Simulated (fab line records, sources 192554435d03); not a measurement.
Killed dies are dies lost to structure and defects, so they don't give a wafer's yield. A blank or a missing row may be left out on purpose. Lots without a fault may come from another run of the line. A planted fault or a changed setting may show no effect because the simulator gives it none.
Chamber matching | flow n5_finfet | N5_FIN_SAQP_ALD_61 on ald_sin-03: 3 sister chambers
The step deposits SiO2, target thk 4 nm, pulse time 1 s, purge time 2 s. 16 wafers are shown with their chamber, then 5 later ones without.

WAFERS WITH THEIR CHAMBER
wafer  | chamber | heater_power_w (W) | precursor_pulse_height_rel
L074.2 | 2       | 434                | 1.032
L074.3 | 3       | 465                | 0.984
L074.6 | 1       | 431                | 0.965
L079.3 | 3       | 467                | 1.017
L079.4 | 1       | 434                | 0.966
L079.6 | 3       | 478                | 0.973
L082.1 | 3       | 463                | 1.000
L082.2 | 1       | 434                | 0.980
L082.5 | 1       | 445                | 1.010
L085.3 | 2       | 445                | 1.014
L085.4 | 3       | 474                | 0.977
L085.5 | 1       | 438                | 0.991
L090.3 | 1       | 446                | 1.010
L090.4 | 3       | 494                | 1.031
L090.6 | 2       | 438                | 1.017
L095.2 | 3       | 472                | 0.993

SIGNATURES (means of the wafers above)
reading                    | chamber 1 | chamber 2 | chamber 3 | scatter within a chamber
heater_power_w             | 438.00    | 439.00    | 473.29    | 8.43
precursor_pulse_height_rel | 0.98700   | 1.02100   | 0.99643   | 0.0195
Rule: a wafer's distance from a chamber is the root of the sum, over the readings, of the square of ((its reading less the chamber's mean) divided by the reading's scatter). The wafer belongs to the nearest chamber; if the next one is less than 2 further off, it can't be placed. The scatter: the root of (the sum of the squares of (reading less its chamber's mean) over the shown wafers, divided by (wafers less chambers)).

WAFERS WITHOUT THEIR CHAMBER
wafer  | heater_power_w (W) | precursor_pulse_height_rel
L095.4 | 441                | 1.009
L096.1 | 438                | 1.031
L096.3 | 443                | 1.011
L097.1 | 431                | 1.029
L097.3 | 440                | 0.987

WHICH CHAMBER EACH WENT THROUGH
wafer  | from the rows above     | in truth
L095.4 | can't be placed: 2 or 1 | 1
L096.1 | can't be placed: 2 or 1 | 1
L096.3 | can't be placed: 2 or 1 | 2
L097.1 | can't be placed: 2 or 1 | 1
L097.3 | can't be placed: 1 or 2 | 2
Placed correctly: 0 of 5. Can't be placed from these rows: 5 (the true chamber is among the candidates in 5). Placed wrongly: 0.
